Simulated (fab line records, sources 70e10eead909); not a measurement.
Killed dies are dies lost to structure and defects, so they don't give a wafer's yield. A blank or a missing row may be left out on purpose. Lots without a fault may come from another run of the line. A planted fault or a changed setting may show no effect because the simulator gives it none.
Problem report in the 8D (eight disciplines) form, filled by code | flow nand_harc | the parts of the form that need people (team, actions taken, sign-off) are left out

1. THE PROBLEM
oes_product_au at NHARC_A_CHANNEL_HOLE_D1_ETCH_38 reads a mean of 0.854 a.u. on 3 wafers of 2 lots; wafers without a fault read 1.006 a.u. with a standard deviation of 0.013. That is -12 standard deviations from the usual mean.
The step: etches the open film in CF4, target depth 39 nm, time 65 s.
First seen on wafer L417.4, day 13 18:47, on rie_diel-13. The record holds 36 wafers of 12 lots with a number at this step. Rule for "out", or "out of limits": more than 4 standard deviations from the usual mean. The other wafers with a number count as sound.

2. WHAT IT IS AND WHAT IT IS NOT
question                    | is                     | is not
which readings at this step | oes_product_au         | drypump_motor_current_A, rf_vpp_V, showerhead_plenum_p_Torr, throttle_valve_pct
which lots                  | L417, L418             | L397, L399, L401, L404, L405, L406, L407, L409, L414, L419
which wafers of those lots  | L417.4, L418.1, L418.4 | L417.3, L417.6, L418.6
read on which tools         | rie_diel-13            | rie_diel-08, rie_diel-11
when                        | from day 13 18:47      | up to then (29 sound wafers); but 4 sound wafers of L418, L419 came after

3. SUSPECTS, AND WHAT RULES EACH OUT
Counting: a tool at a process step up to the reading stays a suspect if it ran every lot that is out. Sound lots after the first of them don't rule it out here, since some wafers of a struck lot are sound.
- rie_diel-13 at NHARC_A_CHANNEL_HOLE_D1_ETCH_38 (etches the open film in CF4, target depth 39 nm, time 65 s): kept. It ran every lot that is out, first L417 (day 13 18:47); its last sound lot up to then is L409 (day 11 07:10). Its own readings are out on those wafers: oes_product_au.
Left after counting: rie_diel-13 at NHARC_A_CHANNEL_HOLE_D1_ETCH_38.

4. THE CAUSE (what the simulator had put in)
Process parameter drift: rie_diel-13, from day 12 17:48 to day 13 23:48, at NHARC_A_CHANNEL_HOLE_D1_ETCH_38. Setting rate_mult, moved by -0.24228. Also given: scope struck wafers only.
Counting left only this tool.

5. THE CHAIN OF EFFECTS, in route order
Each row: a reading whose mean over the struck wafers that have a number lies more than 3 standard deviations from the usual. Only readings for which the record gives a usual standard deviation are gone through. hours: the time from each lot's start at the first step in this table that gives one to its start at this step, as a median over the lots. sigmas: the change in usual standard deviations.
hours | step                            | reading        | usual      | on struck wafers | change | sigmas
0     | NHARC_A_CHANNEL_HOLE_D1_ETCH_38 | oes_product_au | 1.006 a.u. | 0.854            | -0.152 | -12
The process steps in it:
- NHARC_A_CHANNEL_HOLE_D1_ETCH_38: etches the open film in CF4, target depth 39 nm, time 65 s.
Later measuring or inspecting steps at which every struck wafer that the step has a row for has a number for every such reading, and none has moved that far: NHARC_END_SORT_01.

6. WHAT WOULD HAVE CAUGHT IT SOONER
In this record the first reading out of limits was taken at day 13 18:47, 25 hours after the fault began at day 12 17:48.
